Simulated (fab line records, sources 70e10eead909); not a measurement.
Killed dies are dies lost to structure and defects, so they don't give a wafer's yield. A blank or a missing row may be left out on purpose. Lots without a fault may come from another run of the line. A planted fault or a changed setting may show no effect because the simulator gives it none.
Chamber matching | flow nand_harc | NHARC_A_STAIRCASE_CMP_450 on cmp-03: 4 sister chambers
The step polishes SiO2, target thk 200 nm. 8 wafers are shown with their chamber, then 9 later ones without.

WAFERS WITH THEIR CHAMBER
wafer  | chamber | motor_current_A (A)
L076.4 | 3       | 12.0
L076.5 | 3       | 12.9
L084.6 | 1       | 12.2
L086.4 | 1       | 11.8
L086.5 | 2       | 11.3
L085.2 | 2       | 10.9
L085.3 | 0       | 11.0
L085.5 | 0       | 11.9

WAFERS WITHOUT THEIR CHAMBER
wafer  | motor_current_A (A)
L090.1 | 12.1
L090.3 | 11.1
L090.5 | 11.5
L093.2 | 11.5
L093.5 | 12.0
L093.6 | 11.2
L096.1 | 12.4
L096.4 | 12.1
L096.6 | 11.8

WHICH CHAMBER EACH WENT THROUGH
wafer  | from the rows above               | in truth
L090.1 | can't be placed: 1 or 3 or 0 or 2 | 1
L090.3 | can't be placed: 2 or 0 or 1      | 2
L090.5 | can't be placed: 0 or 2 or 1 or 3 | 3
L093.2 | can't be placed: 0 or 2 or 1 or 3 | 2
L093.5 | can't be placed: 1 or 3 or 0 or 2 | 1
L093.6 | can't be placed: 2 or 0 or 1      | 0
L096.1 | can't be placed: 3 or 1 or 0      | 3
L096.4 | can't be placed: 1 or 3 or 0 or 2 | 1
L096.6 | can't be placed: 1 or 0 or 3 or 2 | 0
Placed correctly: 0 of 9. Can't be placed from these rows: 9 (the true chamber is among the candidates in 9). Placed wrongly: 0.
How it was worked out, from the rows above alone: a wafer's distance from a chamber is the root of the sum, over the readings, of the square of ((its reading less the chamber's mean) divided by the reading's scatter). The wafer belongs to the nearest chamber; if the next one is less than 2 further off, it can't be placed. A chamber's mean is the mean of its shown wafers. The scatter: the root of (the sum of the squares of (reading less its chamber's mean) over the shown wafers, divided by (wafers less chambers)).
